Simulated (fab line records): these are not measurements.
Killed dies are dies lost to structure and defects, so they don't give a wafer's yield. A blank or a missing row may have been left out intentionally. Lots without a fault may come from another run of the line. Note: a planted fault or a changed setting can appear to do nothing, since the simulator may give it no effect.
fab line records	flow nand-harc
record: lots: 6	wafers: 18	last-day: 27
route steps=1159 shown P_GATE@127
lots untouched by any fault: they come from a run of this same line in which no faults occurred
start-h: hours from the record's opening day to when the first of the lot's shown wafers began	wait-h: how many hours have passed since the lot's step before this one	" as in the row above	L1.1+2: a row that stands for several wafers	- either no value or no given start	* or withheld: withheld	< > ~ a bound
route shown NAME@n: a module of which the file shows steps, and the number in the route of the first	usual: mean/standard deviation of fault-free wafers	same: alike in all rows	chamber/n: place in a boat	sites: the reading at each site	_std_site: standard deviation across them	_edge_site: outer sites' mean less inner sites'	radius-mm: for every site, how far away it sits from the centre of the wafer	mask NAME#n: copy n	behind: the most recent tool/chamber to have shaped the wafer	hold: cause of the lot's hold/its duration in hours/its outcome	device: the n, p or np transistor that did not switch	end of line: the tests these same wafers got at the end of their route	where a step has no rows: the recipe by itself	killed: dies lost to structure and defects at the first sort, not the wafer's yield	map: dies across one wafer; x = killed, . = not, _ = none there
set.NAME: setting as actually run; set.NAME@STEP: the setting as run at that earlier step	model.NAME: the simulator's own value behind a step, which no gauge read
certain route steps with their lots: each step a table, each wafer a row
services: the hour from which a tool's chamber was out of use, counted from the record's first day as start-h (under 0 if before that day), plus the number of hours and why
== steps ==
step: NHARC_P_GATE_PRECLEAN_71
recipe: time-s: *	temp-c: 50	bath-age-min: 0	chemistry: SC1
step: NHARC_P_GATE_SRD_72
step: NHARC_P_GATE_OXIDE_16
recipe: target-thk-a: 30	temp-c: 875	ox-time-s: 392	material: SiO2
step: NHARC_P_GATE_CVD_17
recipe: target-thk-a: 1500	temp-c: 620	time-s: 900	material: poly-Si
step: NHARC_P_GATE_HM_DEP_102
recipe: target-thk-a: 1200	temp-c: 400	material: aC
usual: throttle-valve-pct: 35.000/0.0088
lot.wafer	tool	chamber	start-h	wait-h	throttle-valve-pct
L923.2	acl-dep-03	0	96.36	0.7	34.992
L923.5	"	0	"	"	34.991
L923.6	"	0	"	"	34.997
L932.1	acl-dep-03	0	167.54	1.4	35.024
L932.2	"	0	"	"	34.994
L932.3	"	0	"	"	34.987
L935.1	acl-dep-03	0	168.17	2.0	35.001
L935.3	"	0	"	"	35.008
L935.4	"	0	"	"	34.994
L938.2	acl-dep-03	0	190.83	1.6	35.019
L938.5	"	0	"	"	35.012
L938.6	"	0	"	"	35.000
L939.1	acl-dep-02	0	196.35	1.0	34.990
L939.3	"	0	"	"	35.006
L939.4	"	0	"	"	34.998
L943.1	acl-dep-01	0	218.80	0.4	35.022
L943.3	"	0	"	"	35.010
L943.4	"	0	"	"	34.994
step: NHARC_P_GATE_DEP_103
recipe: target-thk-a: 300	target-thk-nm: 30	temp-c: 400	flow-sccm: 200	rf-w: 350	material: SiON
usual: heater-power-w: 732/67
lot.wafer	tool	chamber	start-h	wait-h	heater-power-w
L923.2	pecvd-02	0	96.94	0.5	774
L923.6	"	2	"	"	786
L923.5	"	0	"	"	769
L932.3	pecvd-04	1	168.20	0.3	707
L932.2	"	2	"	"	725
L932.1	"	0	"	"	646
L935.3	pecvd-04	0	168.84	0.3	638
L935.1	"	1	"	"	612
L935.4	"	1	"	"	631
L938.2	pecvd-04	1	191.45	0.5	704
L938.5	"	2	"	"	755
L938.6	"	1	"	"	713
L939.1	pecvd-03	2	197.01	0.6	891
L939.3	"	1	"	"	737
L939.4	"	2	"	"	722
L943.3	pecvd-02	2	219.50	0.4	679
L943.1	"	0	"	"	843
L943.4	"	0	"	"	850
step: NHARC_P_GATE_DEHYDRATE_18
recipe: temp-c: 150	time-s: 120
step: NHARC_P_GATE_HMDS_19
recipe: time-s: 30
step: NHARC_P_GATE_COAT_20
recipe: spin-rpm: 1500	resist-thk-nm: 90
step: NHARC_P_GATE_SOFTBAKE_21
recipe: temp-c: 105	time-s: 55
step: NHARC_P_GATE_EBR_22
step: NHARC_P_GATE_EXPOSE_23
recipe: na: 1.35	target-cd-nm: 120	dose-mj: 93.91	mask-id: P_GATE
step: NHARC_P_GATE_PEB_24
recipe: peb-temp-c: 100	peb-time-s: 65
usual: chill-plate-temp-C: 23.02/0.11	exhaust-pa: 45.0/0.88
lot.wafer	tool	chamber	start-h	wait-h	chill-plate-temp-C	exhaust-pa
L923.2	litho-track-04	0	97.52	0.1	22.88	43.1
L923.5	"	0	"	"	23.07	43.7
L923.6	"	0	"	"	23.05	43.6
L932.1	litho-track-04	-	168.79	0.1	-	-
L932.2	"	-	"	"	-	-
L932.3	"	-	"	"	-	-
L935.1	litho-track-06	-	169.44	0.1	-	-
L935.3	"	-	"	"	-	-
L935.4	"	-	"	"	-	-
L938.2	litho-track-06	0	192.02	0.1	22.91	46.5
L938.5	"	0	"	"	22.89	47.0
L938.6	"	0	"	"	22.94	45.3
L939.1	litho-track-06	0	197.61	0.1	23.09	42.7
L939.3	"	0	"	"	23.11	45.7
L939.4	"	0	"	"	23.19	44.7
L943.1	litho-track-04	0	220.10	0.1	23.00	43.7
L943.3	"	0	"	"	23.08	45.0
L943.4	"	0	"	"	22.97	44.9
step: NHARC_P_GATE_DEVELOP_25
recipe: develop-time-s: 35	dev-temp-c: 23
== services ==
tool	chamber	start-h	hours	kind
pecvd-02	0	77.98	4.8	repair
pecvd-03	-	111.00	13.0	pm
pecvd-03	0	111.00	13.0	vent-cycle
pecvd-03	1	111.00	13.0	vent-cycle
acl-dep-01	-	113.77	13.0	pm
litho-track-06	-	117.00	7.0	pm
litho-track-04	-	141.00	7.0	pm
pecvd-02	-	153.00	13.0	pm
pecvd-02	0	153.00	13.0	vent-cycle
pecvd-02	1	153.00	13.0	vent-cycle
pecvd-02	2	153.00	13.0	vent-cycle
pecvd-02	0	166.00	-	clean
pecvd-02	1	166.00	-	clean
pecvd-02	2	166.00	-	clean
acl-dep-02	-	168.16	13.0	pm
pecvd-02	-	188.01	1.8	repair
pecvd-04	-	195.00	13.0	pm
pecvd-04	0	195.00	13.0	vent-cycle
pecvd-04	1	195.00	13.0	vent-cycle
pecvd-04	2	195.00	13.0	vent-cycle
pecvd-02	-	204.43	2.0	repair
pecvd-04	0	208.00	-	clean
pecvd-04	1	208.00	-	clean
pecvd-04	2	208.00	-	clean
== key ==
first-sign: step: NHARC_P_GATE_PEB_24	reading: tool-record	direction: missing
effect none on later readings
met-at NHARC_P_GATE_PEB_24
struck-wafers L932.1,L932.2,L932.3,L935.1,L935.3,L935.4
later-rows-left-out L932.1,L932.2,L932.3,L935.1,L935.3,L935.4
sort-left-out L932.1,L932.2,L932.3,L935.1,L935.3,L935.4
tester-left-out L932,L935
onset-between 97.52 168.79
fault: kind: skipped-step-whole	tool: litho-track-04,litho-track-06	chamber: -	onset-h: 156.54	steps: NHARC_P_GATE_PEB_24	scope: struck-lots-only
tester-left-out: of these lots the tester's yield and bins aren't shown, on N5 and GAA mostly nor the transistor test; their killed dies are dies lost to structure and defects alone, not to doping, threshold or leakage, so they don't give the yield
sort-left-out: the simulated sort isn't trusted on such a fault, so these wafers' sort isn't shown, and their yield isn't known
later-rows-left-out: the simulator's readings of these wafers behind a module that went badly wrong aren't trusted and aren't shown, but for the sort
